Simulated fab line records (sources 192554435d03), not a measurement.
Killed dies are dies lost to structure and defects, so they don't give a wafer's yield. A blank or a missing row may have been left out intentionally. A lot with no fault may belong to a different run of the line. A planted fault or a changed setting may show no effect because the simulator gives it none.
Chamber matching / flow n5_finfet / rie_diel-04 running N5_BEOL_M5_VIA_ETCH_34: 4 sister chambers
The step etches SiCOH lowk in C4F6/O2, target depth 88.3 nm, time 39.2 s. 4 wafers are shown with their chamber, then 9 later ones without.

## WAFERS WITH THEIR CHAMBER
wafer=L085.5; chamber=2; showerhead_plenum_p_Torr (Torr)=2.93
wafer=L090.3; chamber=0; showerhead_plenum_p_Torr (Torr)=2.90
wafer=L090.4; chamber=1; showerhead_plenum_p_Torr (Torr)=2.92
wafer=L090.6; chamber=3; showerhead_plenum_p_Torr (Torr)=3.01

## WAFERS MISSING THEIR CHAMBER
wafer=L092.2; showerhead_plenum_p_Torr (Torr)=2.90
wafer=L092.4; showerhead_plenum_p_Torr (Torr)=3.01
wafer=L092.6; showerhead_plenum_p_Torr (Torr)=2.90
wafer=L096.2; showerhead_plenum_p_Torr (Torr)=2.91
wafer=L096.3; showerhead_plenum_p_Torr (Torr)=2.89
wafer=L096.4; showerhead_plenum_p_Torr (Torr)=3.01
wafer=L097.1; showerhead_plenum_p_Torr (Torr)=2.89
wafer=L097.2; showerhead_plenum_p_Torr (Torr)=3.01
wafer=L097.6; showerhead_plenum_p_Torr (Torr)=2.89

## WHICH CHAMBER EACH ONE RAN IN
wafer=L092.2; from the rows above=0; in truth=0
wafer=L092.4; from the rows above=3; in truth=3
wafer=L092.6; from the rows above=0; in truth=0
wafer=L096.2; from the rows above=can't be placed: 1 or 0 or 2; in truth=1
wafer=L096.3; from the rows above=0; in truth=0
wafer=L096.4; from the rows above=3; in truth=3
wafer=L097.1; from the rows above=0; in truth=0
wafer=L097.2; from the rows above=3; in truth=3
wafer=L097.6; from the rows above=0; in truth=0
8 of 9 placed correctly. Not placeable from these rows: 1 (in 1, the candidates include the true chamber). Wrongly placed: 0.
How it was worked out, from the rows above alone: a wafer's distance from a chamber is the root of the sum, over the readings, of the square of ((its reading less the chamber's mean) divided by the reading's scatter). The wafer belongs to the nearest chamber; if the next one is less than 2 further off, it can't be placed. The mean given for a chamber averages the wafers shown for that chamber. The scatter: with one shown wafer a chamber, the root of the mean of the squares of how far each hidden wafer lies from its nearest shown one.
